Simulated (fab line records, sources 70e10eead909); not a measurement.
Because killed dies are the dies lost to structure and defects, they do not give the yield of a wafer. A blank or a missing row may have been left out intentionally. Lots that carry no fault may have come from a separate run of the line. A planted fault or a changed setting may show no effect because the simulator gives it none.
Matching of chambers ; flow nandHarc ; 4 sister chambers for NHARC_A_CONTACT_ETCH_75 on rieDiel-02
The step etches the open film in CF4, target depth 39 nm, time 65 s. 8 wafers are shown with their chamber, then 10 later ones without.

== WAFERS PAIRED WITH THEIR CHAMBERS ==
wafer;chamber;drypumpMotorCurrentA (A);rfVppV (V)
L642.4;3;6.1;153.1
L644.2;3;6.0;153.0
L644.4;2;5.8;151.5
L648.3;2;5.8;150.7
L648.5;1;5.3;149.9
L648.6;0;5.2;151.1
L651.1;0;5.2;150.6
L651.3;1;5.3;150.4

== WAFERS WITH NO CHAMBER GIVEN ==
wafer;drypumpMotorCurrentA (A);rfVppV (V)
L651.6;6.1;152.2
L653.1;6.1;152.1
L653.3;5.2;150.9
L653.4;5.8;151.5
L656.2;5.3;150.5
L656.4;5.8;151.2
L656.5;5.2;150.2
L662.2;5.2;148.9
L662.4;5.3;149.5
L662.6;5.8;149.4

== WHICH CHAMBER EACH WENT THROUGH ==
wafer;from the rows above;in truth
L651.6;3;3
L653.1;3;3
L653.3;0;0
L653.4;2;2
L656.2;1;1
L656.4;2;2
L656.5;can't be placed: 0 or 1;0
L662.2;can't be placed: 1 or 0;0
L662.4;1;1
L662.6;2;2
Correctly placed: 8 of 10. From these rows, 2 cannot be placed; in 2 the true chamber is one of the candidates. Placed wrongly: 0.
How it was worked out, from the rows above alone: a wafer's distance from a chamber is the root of the sum, over the readings, of the square of ((its reading less the chamber's mean) divided by the reading's scatter). The wafer belongs to the nearest chamber; if the next one is less than 2 further off, it can't be placed. The mean given for a chamber averages the wafers shown for that chamber. The scatter is the square root of a quotient: the sum, over the shown wafers, of each reading's squared deviation from its chamber's mean, divided by wafers minus chambers.
